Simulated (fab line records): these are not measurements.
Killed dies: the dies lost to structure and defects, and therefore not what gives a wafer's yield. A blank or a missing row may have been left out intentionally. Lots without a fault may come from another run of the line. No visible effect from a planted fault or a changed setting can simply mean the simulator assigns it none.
fab line records / flow n5_finfet / part 2 of 2: steps 25 to 32 of 32
record lots=5 wafers=15 last_day=16
route steps=1938 shown BEOL_M8@1387 BEOL_M9@1401
lots untouched by any fault: they come from a run of this same line in which no faults occurred
start_h: the number of hours between the record's first day and the start of the first shown wafer of the lot / wait_h: hours elapsed since this lot's preceding step / " same as the row above / L1.1+2: a single row standing in for several wafers / - no value, or no start was given / * or withheld: withheld / < > ~ a bound
route shown NAME@n: NAME is a module with steps in the file, n the number in the route of the first one / usual: mean and standard deviation over wafers with no fault / same: alike in all rows / chamber/n: place in a boat / sites: the reading at each site / _std_site: standard deviation of those values / _edge_site: the outer-site mean with the inner-site mean subtracted / radius_mm: how far each site lies from the wafer's centre / mask NAME#n: copy n / behind: tool/chamber where the wafer was last shaped / hold: why the lot was held/for how many hours/how that ended / device: names the non-switching transistor (n, p or np) / end of line: the tests these same wafers got at the end of their route / a step given without rows: its recipe and nothing more / killed: dies lost to structure and defects at the first sort, not the wafer's yield / map: per-die view of a wafer (x killed, . not killed, _ where there is no die)
set.NAME: the setting as run; set.NAME@STEP: as run at that earlier step / model.NAME: the simulator's own value behind a step, which no gauge read
certain route steps with their lots: each step a table, each wafer a row
services: from which hour (start_h, from the record's first day; less than 0 if before it) a tool's chamber was out of use, for how many hours, and why
## steps
# step N5_BEOL_M9_EXPOSE_08
# recipe mask_id=M9 na=1.35 source_shape=dipole sigma_inner=0.411 sigma_outer=0.611 polarization=te dose_mj=53.75
# usual stage_vel_mm_s=499.98/0.22
lot.wafer=L076.1 tool=arfi_scanner-03 chamber=0 start_h=228.51 wait_h=- mask=M9#0 stage_vel_mm_s=500.05
lot.wafer=L076.2 tool=arfi_scanner-03 chamber=0 start_h=228.51 wait_h=- mask=M9#0 stage_vel_mm_s=499.87
lot.wafer=L076.4 tool=arfi_scanner-03 chamber=0 start_h=228.51 wait_h=- mask=M9#0 stage_vel_mm_s=500.15
lot.wafer=L078.2 tool=arfi_scanner-03 chamber=0 start_h=231.19 wait_h=- mask=M9#0 stage_vel_mm_s=499.72
lot.wafer=L078.3 tool=arfi_scanner-03 chamber=0 start_h=231.19 wait_h=- mask=M9#0 stage_vel_mm_s=500.06
lot.wafer=L078.6 tool=arfi_scanner-03 chamber=0 start_h=231.19 wait_h=- mask=M9#0 stage_vel_mm_s=499.51
lot.wafer=L084.3 tool=arfi_scanner-01 chamber=0 start_h=288.44 wait_h=- mask=M9#0 stage_vel_mm_s=500.11
lot.wafer=L084.4 tool=arfi_scanner-01 chamber=0 start_h=288.44 wait_h=- mask=M9#0 stage_vel_mm_s=499.84
lot.wafer=L084.5 tool=arfi_scanner-01 chamber=0 start_h=288.44 wait_h=- mask=M9#0 stage_vel_mm_s=499.72
lot.wafer=L087.4 tool=arfi_scanner-02 chamber=0 start_h=297.45 wait_h=- mask=M9#0 stage_vel_mm_s=500.07
lot.wafer=L087.5 tool=arfi_scanner-02 chamber=0 start_h=297.45 wait_h=- mask=M9#0 stage_vel_mm_s=499.83
lot.wafer=L087.6 tool=arfi_scanner-02 chamber=0 start_h=297.45 wait_h=- mask=M9#0 stage_vel_mm_s=499.83
lot.wafer=L091.4 tool=arfi_scanner-01 chamber=0 start_h=304.10 wait_h=- mask=M9#0 stage_vel_mm_s=500.55
lot.wafer=L091.5 tool=arfi_scanner-01 chamber=0 start_h=304.10 wait_h=- mask=M9#0 stage_vel_mm_s=500.37
lot.wafer=L091.6 tool=arfi_scanner-01 chamber=0 start_h=304.10 wait_h=- mask=M9#0 stage_vel_mm_s=500.27
# step N5_BEOL_M9_PEB_09
# recipe peb_temp_c=withheld peb_time_s=60 resist=CAR-ArF
lot.wafer=L076.1+2+4 tool=litho_track-01 chamber=0 start_h=228.57 wait_h=0.1
lot.wafer=L078.2+3+6 tool=litho_track-02 chamber=0 start_h=231.24 wait_h=0.0
lot.wafer=L084.3+4+5 tool=litho_track-02 chamber=0 start_h=288.49 wait_h=0.0
lot.wafer=L087.4+5+6 tool=litho_track-01 chamber=0 start_h=297.50 wait_h=0.0
lot.wafer=L091.4+5+6 tool=litho_track-01 chamber=0 start_h=304.14 wait_h=0.0
# step N5_BEOL_M9_DEVELOP_10
# recipe develop_time_s=30 developer=TMAH resist=CAR-ArF rinse_liquid=diw dry=air_spin dev_temp_c=23
lot.wafer=L076.1+2+4 tool=litho_track-01 chamber=0 start_h=- wait_h=-
lot.wafer=L078.2+3+6 tool=litho_track-02 chamber=0 start_h=- wait_h=-
lot.wafer=L084.3+4+5 tool=litho_track-02 chamber=0 start_h=- wait_h=-
lot.wafer=L087.4+5+6 tool=litho_track-01 chamber=0 start_h=- wait_h=-
lot.wafer=L091.4+5+6 tool=litho_track-01 chamber=0 start_h=- wait_h=-
# step N5_BEOL_M9_CD_MEAS_11
# recipe target_cd_nm=64.1 landing_energy_ev=500 detector=se_inlens polarity=opening
# usual cd_nm=64.0/0.49
lot.wafer=L076.1 tool=cd_sem-01 chamber=0 start_h=228.64 wait_h=- cd_nm=64.2
lot.wafer=L076.2 tool=cd_sem-01 chamber=0 start_h=228.64 wait_h=- cd_nm=63.9
lot.wafer=L076.4 tool=cd_sem-01 chamber=0 start_h=228.64 wait_h=- cd_nm=64.1
lot.wafer=L078.2 tool=cd_sem-01 chamber=0 start_h=231.31 wait_h=- cd_nm=63.7
lot.wafer=L078.3 tool=cd_sem-01 chamber=0 start_h=231.31 wait_h=- cd_nm=64.3
lot.wafer=L078.6 tool=cd_sem-01 chamber=0 start_h=231.31 wait_h=- cd_nm=65.0
lot.wafer=L084.3 tool=cd_sem-02 chamber=0 start_h=288.56 wait_h=- cd_nm=64.0
lot.wafer=L084.4 tool=cd_sem-02 chamber=0 start_h=288.56 wait_h=- cd_nm=63.9
lot.wafer=L084.5 tool=cd_sem-02 chamber=0 start_h=288.56 wait_h=- cd_nm=64.2
lot.wafer=L087.4 tool=cd_sem-02 chamber=0 start_h=297.56 wait_h=- cd_nm=64.0
lot.wafer=L087.5 tool=cd_sem-02 chamber=0 start_h=297.56 wait_h=- cd_nm=63.7
lot.wafer=L087.6 tool=cd_sem-02 chamber=0 start_h=297.56 wait_h=- cd_nm=64.3
lot.wafer=L091.4 tool=cd_sem-01 chamber=0 start_h=304.21 wait_h=- cd_nm=62.9
lot.wafer=L091.5 tool=cd_sem-01 chamber=0 start_h=304.21 wait_h=- cd_nm=63.7
lot.wafer=L091.6 tool=cd_sem-01 chamber=0 start_h=304.21 wait_h=- cd_nm=63.7
# step N5_BEOL_M9_OVL_MEAS_12
# recipe points_per_wafer=44
# usual M9_OVL=-0.5/0.71
lot.wafer=L076.1 tool=overlay-02 chamber=0 start_h=228.67 wait_h=0.0 M9_OVL[nm]=-1.1
lot.wafer=L076.2 tool=overlay-02 chamber=0 start_h=228.67 wait_h=0.0 M9_OVL[nm]=-0.5
lot.wafer=L076.4 tool=overlay-02 chamber=0 start_h=228.67 wait_h=0.0 M9_OVL[nm]=-1.2
lot.wafer=L078.2 tool=overlay-02 chamber=0 start_h=231.34 wait_h=0.0 M9_OVL[nm]=-0.7
lot.wafer=L078.3 tool=overlay-02 chamber=0 start_h=231.34 wait_h=0.0 M9_OVL[nm]=-1.4
lot.wafer=L078.6 tool=overlay-02 chamber=0 start_h=231.34 wait_h=0.0 M9_OVL[nm]=-0.9
lot.wafer=L084.3 tool=overlay-02 chamber=0 start_h=288.59 wait_h=0.0 M9_OVL[nm]=0.3
lot.wafer=L084.4 tool=overlay-02 chamber=0 start_h=288.59 wait_h=0.0 M9_OVL[nm]=-0.9
lot.wafer=L084.5 tool=overlay-02 chamber=0 start_h=288.59 wait_h=0.0 M9_OVL[nm]=0.3
lot.wafer=L087.4 tool=overlay-02 chamber=0 start_h=297.59 wait_h=0.0 M9_OVL[nm]=-0.6
lot.wafer=L087.5 tool=overlay-02 chamber=0 start_h=297.59 wait_h=0.0 M9_OVL[nm]=-1.3
lot.wafer=L087.6 tool=overlay-02 chamber=0 start_h=297.59 wait_h=0.0 M9_OVL[nm]=-0.2
lot.wafer=L091.4 tool=overlay-02 chamber=0 start_h=304.24 wait_h=0.0 M9_OVL[nm]=0.9
lot.wafer=L091.5 tool=overlay-02 chamber=0 start_h=304.24 wait_h=0.0 M9_OVL[nm]=0.8
lot.wafer=L091.6 tool=overlay-02 chamber=0 start_h=304.24 wait_h=0.0 M9_OVL[nm]=0.1
# step N5_BEOL_M9_INSPECT_13
# recipe mode=adi inspect_instrument=brightfield
# usual raw_defect_count=408/98
lot.wafer=L076.1 tool=defect_inspect-01 chamber=- start_h=228.69 wait_h=0.0 raw_defect_count=476
lot.wafer=L076.2 tool=defect_inspect-01 chamber=- start_h=228.69 wait_h=0.0 raw_defect_count=601
lot.wafer=L076.4 tool=defect_inspect-01 chamber=- start_h=228.69 wait_h=0.0 raw_defect_count=437
lot.wafer=L078.2 tool=defect_inspect-01 chamber=- start_h=231.36 wait_h=0.0 raw_defect_count=390
lot.wafer=L078.3 tool=defect_inspect-01 chamber=- start_h=231.36 wait_h=0.0 raw_defect_count=421
lot.wafer=L078.6 tool=defect_inspect-01 chamber=- start_h=231.36 wait_h=0.0 raw_defect_count=310
lot.wafer=L084.3 tool=defect_inspect-01 chamber=- start_h=288.61 wait_h=0.0 raw_defect_count=252
lot.wafer=L084.4 tool=defect_inspect-01 chamber=- start_h=288.61 wait_h=0.0 raw_defect_count=349
lot.wafer=L084.5 tool=defect_inspect-01 chamber=- start_h=288.61 wait_h=0.0 raw_defect_count=294
lot.wafer=L087.4 tool=defect_inspect-02 chamber=- start_h=297.62 wait_h=0.0 raw_defect_count=422
lot.wafer=L087.5 tool=defect_inspect-02 chamber=- start_h=297.62 wait_h=0.0 raw_defect_count=374
lot.wafer=L087.6 tool=defect_inspect-02 chamber=- start_h=297.62 wait_h=0.0 raw_defect_count=518
lot.wafer=L091.4 tool=defect_inspect-01 chamber=- start_h=304.26 wait_h=0.0 raw_defect_count=461
lot.wafer=L091.5 tool=defect_inspect-01 chamber=- start_h=304.26 wait_h=0.0 raw_defect_count=263
lot.wafer=L091.6 tool=defect_inspect-01 chamber=- start_h=304.26 wait_h=0.0 raw_defect_count=361
# step N5_BEOL_M9_DESCUM_16
# recipe chemistry=O2 time_s=7.9 source_power_w=50 bias_power_w=20 pressure_mtorr=20 rf_frequency_hz=2.712e+07 temp_c=40 resist=CAR-ArF o2_flow_sccm=225
# usual drypump_motor_current_A=5.6/0.51 oes_product_au=0.80/0.073 rf_fwd_power_W=49.44/0.21 rf_vpp_V=243.5/1.3 showerhead_plenum_p_Torr=2.11/0.063 throttle_valve_pct=20.35/0.18
lot.wafer=L076.1 tool=rie_diel-03 chamber=3 start_h=228.83 wait_h=0.1 drypump_motor_current_A=5.7 oes_product_au=0.88 rf_fwd_power_W=49.67 rf_hours_counter_h=39 rf_vpp_V=243.9 showerhead_plenum_p_Torr=2.13 throttle_valve_pct=20.32
lot.wafer=L076.2 tool=rie_diel-03 chamber=0 start_h=228.83 wait_h=0.1 drypump_motor_current_A=5.7 oes_product_au=0.91 rf_fwd_power_W=49.60 rf_hours_counter_h=33 rf_vpp_V=242.2 showerhead_plenum_p_Torr=2.05 throttle_valve_pct=19.96
lot.wafer=L076.4 tool=rie_diel-03 chamber=3 start_h=228.83 wait_h=0.1 drypump_motor_current_A=5.7 oes_product_au=0.88 rf_fwd_power_W=49.66 rf_hours_counter_h=- rf_vpp_V=243.5 showerhead_plenum_p_Torr=2.13 throttle_valve_pct=20.33
lot.wafer=L078.2 tool=rie_diel-02 chamber=3 start_h=231.39 wait_h=0.0 drypump_motor_current_A=4.9 oes_product_au=0.68 rf_fwd_power_W=49.42 rf_hours_counter_h=250 rf_vpp_V=244.7 showerhead_plenum_p_Torr=2.14 throttle_valve_pct=20.57
lot.wafer=L078.3 tool=rie_diel-02 chamber=2 start_h=231.39 wait_h=0.0 drypump_motor_current_A=5.1 oes_product_au=0.79 rf_fwd_power_W=49.52 rf_hours_counter_h=98 rf_vpp_V=242.9 showerhead_plenum_p_Torr=2.02 throttle_valve_pct=20.48
lot.wafer=L078.6 tool=rie_diel-02 chamber=3 start_h=231.39 wait_h=0.0 drypump_motor_current_A=4.9 oes_product_au=0.68 rf_fwd_power_W=49.37 rf_hours_counter_h=- rf_vpp_V=244.7 showerhead_plenum_p_Torr=2.14 throttle_valve_pct=20.60
lot.wafer=L084.3 tool=rie_diel-02 chamber=2 start_h=288.64 wait_h=0.0 drypump_motor_current_A=5.1 oes_product_au=0.77 rf_fwd_power_W=49.59 rf_hours_counter_h=116 rf_vpp_V=242.6 showerhead_plenum_p_Torr=2.02 throttle_valve_pct=20.49
lot.wafer=L084.4 tool=rie_diel-02 chamber=1 start_h=288.64 wait_h=0.0 drypump_motor_current_A=5.8 oes_product_au=0.92 rf_fwd_power_W=49.68 rf_hours_counter_h=19 rf_vpp_V=243.5 showerhead_plenum_p_Torr=2.05 throttle_valve_pct=20.46
lot.wafer=L084.5 tool=rie_diel-02 chamber=3 start_h=288.64 wait_h=0.0 drypump_motor_current_A=4.9 oes_product_au=0.97 rf_fwd_power_W=49.39 rf_hours_counter_h=- rf_vpp_V=244.9 showerhead_plenum_p_Torr=2.14 throttle_valve_pct=20.25
lot.wafer=L087.4 tool=rie_diel-02 chamber=0 start_h=297.65 wait_h=0.0 drypump_motor_current_A=6.1 oes_product_au=0.73 rf_fwd_power_W=49.15 rf_hours_counter_h=182 rf_vpp_V=244.7 showerhead_plenum_p_Torr=2.16 throttle_valve_pct=20.07
lot.wafer=L087.5 tool=rie_diel-02 chamber=1 start_h=297.65 wait_h=0.0 drypump_motor_current_A=5.8 oes_product_au=0.92 rf_fwd_power_W=49.73 rf_hours_counter_h=- rf_vpp_V=242.0 showerhead_plenum_p_Torr=2.04 throttle_valve_pct=20.48
lot.wafer=L087.6 tool=rie_diel-02 chamber=0 start_h=297.65 wait_h=0.0 drypump_motor_current_A=6.1 oes_product_au=0.73 rf_fwd_power_W=49.38 rf_hours_counter_h=- rf_vpp_V=244.0 showerhead_plenum_p_Torr=2.16 throttle_valve_pct=20.07
lot.wafer=L091.4 tool=rie_diel-01 chamber=3 start_h=304.31 wait_h=0.0 drypump_motor_current_A=5.5 oes_product_au=0.84 rf_fwd_power_W=49.14 rf_hours_counter_h=- rf_vpp_V=244.7 showerhead_plenum_p_Torr=2.12 throttle_valve_pct=20.41
lot.wafer=L091.5 tool=rie_diel-01 chamber=2 start_h=304.31 wait_h=0.0 drypump_motor_current_A=4.9 oes_product_au=0.80 rf_fwd_power_W=49.65 rf_hours_counter_h=- rf_vpp_V=242.2 showerhead_plenum_p_Torr=2.02 throttle_valve_pct=20.21
lot.wafer=L091.6 tool=rie_diel-01 chamber=1 start_h=304.31 wait_h=0.0 drypump_motor_current_A=5.7 oes_product_au=0.74 rf_fwd_power_W=49.77 rf_hours_counter_h=- rf_vpp_V=242.9 showerhead_plenum_p_Torr=2.09 throttle_valve_pct=20.40
# step N5_BEOL_M9_ETCH_61
# recipe chemistry=CF4 target=SiARC target_depth_a=390 mask_material=CAR-ArF time_s=65 ion_energy_ev=80 pressure_mtorr=40 source_w=545 bias_w=36 Ar_flow_sccm=100 cf4_flow_sccm=100 ends=cleared
# usual drypump_motor_current_A=5.6/0.51 etch_rf_on_time_s=64.6/0.98 mfc_ar_sccm=100.0/0.3 oes_product_au=0.69/0.06 rf_fwd_power_W=538.9/2.3 rf_vpp_V=184.3/1.2 showerhead_plenum_p_Torr=2.16/0.061 throttle_valve_pct=15.54/0.19
lot.wafer=L076.1 tool=rie_diel-03 chamber=3 start_h=228.87 wait_h=0.0 drypump_motor_current_A=5.7 etch_rf_on_time_s=62.5 mfc_ar_sccm=100.4 oes_product_au=0.76 rf_fwd_power_W=539.0 rf_hours_counter_h=39 rf_vpp_V=186.1 showerhead_plenum_p_Torr=2.17 throttle_valve_pct=15.45
lot.wafer=L076.2 tool=rie_diel-03 chamber=0 start_h=228.87 wait_h=0.0 drypump_motor_current_A=5.7 etch_rf_on_time_s=66.1 mfc_ar_sccm=99.8 oes_product_au=0.77 rf_fwd_power_W=536.4 rf_hours_counter_h=33 rf_vpp_V=182.4 showerhead_plenum_p_Torr=2.09 throttle_valve_pct=15.05
lot.wafer=L076.4 tool=rie_diel-03 chamber=3 start_h=228.87 wait_h=0.0 drypump_motor_current_A=5.7 etch_rf_on_time_s=62.7 mfc_ar_sccm=100.3 oes_product_au=0.77 rf_fwd_power_W=539.3 rf_hours_counter_h=- rf_vpp_V=186.5 showerhead_plenum_p_Torr=2.17 throttle_valve_pct=15.45
lot.wafer=L078.2 tool=rie_diel-02 chamber=3 start_h=231.43 wait_h=0.0 drypump_motor_current_A=4.9 etch_rf_on_time_s=65.3 mfc_ar_sccm=101.0 oes_product_au=0.58 rf_fwd_power_W=535.4 rf_hours_counter_h=250 rf_vpp_V=184.2 showerhead_plenum_p_Torr=2.19 throttle_valve_pct=15.88
lot.wafer=L078.3 tool=rie_diel-02 chamber=2 start_h=231.43 wait_h=0.0 drypump_motor_current_A=5.1 etch_rf_on_time_s=64.6 mfc_ar_sccm=100.2 oes_product_au=0.68 rf_fwd_power_W=538.7 rf_hours_counter_h=98 rf_vpp_V=182.6 showerhead_plenum_p_Torr=2.08 throttle_valve_pct=15.63
lot.wafer=L078.6 tool=rie_diel-02 chamber=3 start_h=231.43 wait_h=0.0 drypump_motor_current_A=4.9 etch_rf_on_time_s=66.3 mfc_ar_sccm=100.3 oes_product_au=0.57 rf_fwd_power_W=539.0 rf_hours_counter_h=- rf_vpp_V=184.0 showerhead_plenum_p_Torr=2.19 throttle_valve_pct=15.89
lot.wafer=L084.3 tool=rie_diel-02 chamber=2 start_h=288.68 wait_h=0.0 drypump_motor_current_A=5.1 etch_rf_on_time_s=64.5 mfc_ar_sccm=99.8 oes_product_au=0.66 rf_fwd_power_W=539.8 rf_hours_counter_h=116 rf_vpp_V=183.2 showerhead_plenum_p_Torr=2.07 throttle_valve_pct=15.66
lot.wafer=L084.4 tool=rie_diel-02 chamber=1 start_h=288.68 wait_h=0.0 drypump_motor_current_A=5.8 etch_rf_on_time_s=65.1 mfc_ar_sccm=100.1 oes_product_au=0.78 rf_fwd_power_W=541.2 rf_hours_counter_h=19 rf_vpp_V=183.5 showerhead_plenum_p_Torr=2.10 throttle_valve_pct=15.62
lot.wafer=L084.5 tool=rie_diel-02 chamber=3 start_h=288.68 wait_h=0.0 drypump_motor_current_A=4.9 etch_rf_on_time_s=64.8 mfc_ar_sccm=99.8 oes_product_au=0.82 rf_fwd_power_W=534.6 rf_hours_counter_h=- rf_vpp_V=184.5 showerhead_plenum_p_Torr=2.19 throttle_valve_pct=15.42
lot.wafer=L087.4 tool=rie_diel-02 chamber=0 start_h=297.68 wait_h=0.0 drypump_motor_current_A=6.1 etch_rf_on_time_s=64.9 mfc_ar_sccm=100.1 oes_product_au=0.63 rf_fwd_power_W=537.5 rf_hours_counter_h=182 rf_vpp_V=185.5 showerhead_plenum_p_Torr=2.21 throttle_valve_pct=15.32
lot.wafer=L087.5 tool=rie_diel-02 chamber=1 start_h=297.68 wait_h=0.0 drypump_motor_current_A=5.8 etch_rf_on_time_s=65.6 mfc_ar_sccm=99.8 oes_product_au=0.77 rf_fwd_power_W=540.3 rf_hours_counter_h=- rf_vpp_V=180.9 showerhead_plenum_p_Torr=2.10 throttle_valve_pct=15.63
lot.wafer=L087.6 tool=rie_diel-02 chamber=0 start_h=297.68 wait_h=0.0 drypump_motor_current_A=6.1 etch_rf_on_time_s=65.0 mfc_ar_sccm=100.1 oes_product_au=0.62 rf_fwd_power_W=539.0 rf_hours_counter_h=- rf_vpp_V=184.7 showerhead_plenum_p_Torr=2.21 throttle_valve_pct=15.34
lot.wafer=L091.4 tool=rie_diel-01 chamber=3 start_h=304.35 wait_h=0.0 drypump_motor_current_A=5.5 etch_rf_on_time_s=65.5 mfc_ar_sccm=100.2 oes_product_au=0.71 rf_fwd_power_W=534.3 rf_hours_counter_h=- rf_vpp_V=184.8 showerhead_plenum_p_Torr=2.18 throttle_valve_pct=15.56
lot.wafer=L091.5 tool=rie_diel-01 chamber=2 start_h=304.35 wait_h=0.0 drypump_motor_current_A=4.9 etch_rf_on_time_s=63.4 mfc_ar_sccm=100.0 oes_product_au=0.68 rf_fwd_power_W=538.5 rf_hours_counter_h=- rf_vpp_V=182.8 showerhead_plenum_p_Torr=2.07 throttle_valve_pct=15.41
lot.wafer=L091.6 tool=rie_diel-01 chamber=1 start_h=304.35 wait_h=0.0 drypump_motor_current_A=5.7 etch_rf_on_time_s=64.8 mfc_ar_sccm=100.0 oes_product_au=0.64 rf_fwd_power_W=543.9 rf_hours_counter_h=- rf_vpp_V=184.6 showerhead_plenum_p_Torr=2.14 throttle_valve_pct=15.60
## services
tool=pecvd-03 chamber=0 start_h=199.89 hours=3.5 kind=repair
tool=arfi_scanner-03 chamber=- start_h=205.82 hours=4.9 kind=pm
tool=ald_metal-03 chamber=3 start_h=208.02 hours=6.1 kind=repair
tool=rie_diel-03 chamber=3 start_h=214.67 hours=3.1 kind=repair
tool=rie_diel-01 chamber=0 start_h=216.59 hours=1.2 kind=repair
tool=arfi_scanner-01 chamber=- start_h=217.86 hours=1.0 kind=pm
tool=rie_diel-02 chamber=- start_h=219.04 hours=0.7 kind=repair
tool=ecd_cu-01 chamber=- start_h=219.27 hours=2.7 kind=repair
tool=arfi_scanner-01 chamber=- start_h=219.78 hours=1.3 kind=pm
tool=cmp-01 chamber=- start_h=240.96 hours=2.3 kind=repair
tool=uv_cure-02 chamber=- start_h=241.33 hours=2.1 kind=pm
tool=cmp-01 chamber=- start_h=251.52 hours=6.1 kind=repair
tool=rie_diel-02 chamber=3 start_h=256.42 hours=2.8 kind=repair
tool=uv_cure-02 chamber=- start_h=263.19 hours=7.3 kind=repair
tool=rie_diel-02 chamber=2 start_h=267.02 hours=6.3 kind=repair
tool=pecvd-03 chamber=- start_h=268.76 hours=0.7 kind=repair
tool=pecvd-03 chamber=- start_h=270.53 hours=0.7 kind=repair
tool=pecvd-03 chamber=2 start_h=273.06 hours=3.7 kind=repair
tool=pecvd-02 chamber=2 start_h=273.24 hours=6.8 kind=repair
tool=uv_cure-02 chamber=- start_h=277.47 hours=6.0 kind=pm
tool=cvd_co-02 chamber=1 start_h=278.12 hours=4.1 kind=repair
tool=cmp-01 chamber=- start_h=288.57 hours=4.0 kind=pm
tool=ald_metal-03 chamber=1 start_h=289.31 hours=5.3 kind=repair
tool=pvd_sputter-01 chamber=- start_h=300.26 hours=1.2 kind=repair
